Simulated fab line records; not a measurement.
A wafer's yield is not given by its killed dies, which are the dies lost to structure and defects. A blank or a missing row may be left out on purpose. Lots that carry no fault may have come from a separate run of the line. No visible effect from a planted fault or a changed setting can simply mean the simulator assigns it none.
Matching of chambers | flow nand-harc | NHARC_A_STAIRCASE_DESCUM_291 on rie-diel-07: 4 sister chambers
The step chemistry O2, time 3 s. 14 wafers are shown with their chamber, then 7 later ones without.

EACH WAFER AND ITS CHAMBER
wafer  | chamber | showerhead-plenum-p-Torr (Torr) | drypump-motor-current-A (A) | rf-vpp-V (V)
L078.3 | 0       | 1.99                            | 5.9                         | 58.7
L078.4 | 1       | 2.06                            | 5.8                         | 57.3
L078.6 | 2       | 1.78                            | 5.7                         | 57.0
L081.1 | 1       | 2.06                            | 5.7                         | 58.4
L081.2 | 2       | 1.78                            | 5.7                         | 57.8
L081.5 | 3       | 1.97                            | 6.1                         | 58.7
L082.1 | 1       | 2.06                            | 5.8                         | 58.4
L082.2 | 0       | 1.98                            | 5.9                         | 58.9
L082.6 | 3       | 1.97                            | 6.1                         | 57.8
L087.2 | 0       | 1.98                            | 5.9                         | 59.5
L087.4 | 2       | 1.77                            | 5.7                         | 56.9
L087.5 | 1       | 2.05                            | 5.8                         | 59.6
L089.1 | 1       | 2.05                            | 5.7                         | 59.4
L089.3 | 0       | 1.98                            | 5.9                         | 58.0

SIGNATURES (averages over the wafers above)
reading                  | chamber 0 | chamber 1 | chamber 2 | chamber 3 | scatter within a chamber
showerhead-plenum-p-Torr | 1.9825    | 2.0560    | 1.7767    | 1.9700    | 0.00512
drypump-motor-current-A  | 5.900     | 5.760     | 5.700     | 6.100     | 0.0346
rf-vpp-V                 | 58.775    | 58.620    | 57.233    | 58.250    | 0.738
Rule: distance of a wafer from a chamber = root of the sum over the readings of ((wafer's reading minus chamber's mean) / reading's scatter) squared. If the next closest chamber is less than 2 further off than the closest, the wafer can't be placed; otherwise it belongs to the closest. The scatter is the square root of a quotient: the sum, over the shown wafers, of each reading's squared deviation from its chamber's mean, divided by wafers minus chambers.

WAFERS WITHOUT THEIR CHAMBER
wafer  | showerhead-plenum-p-Torr (Torr) | drypump-motor-current-A (A) | rf-vpp-V (V)
L089.5 | 2.05                            | 5.8                         | 57.3
L090.1 | 1.77                            | 5.7                         | 58.0
L090.4 | 2.05                            | 5.8                         | 57.2
L090.5 | 1.77                            | 5.7                         | 57.7
L096.1 | 1.76                            | 5.7                         | 56.9
L096.5 | 1.76                            | 5.7                         | 56.6
L096.6 | 2.04                            | 5.8                         | 58.7

EACH ONE'S CHAMBER
wafer  | from the rows above | in truth
L089.5 | 1                   | 1
L090.1 | 2                   | 2
L090.4 | 1                   | 1
L090.5 | 2                   | 2
L096.1 | 2                   | 2
L096.5 | 2                   | 2
L096.6 | 1                   | 1
Correct placement for 7 of the 7. Not placeable from these rows: 0. Number placed wrongly: 0.
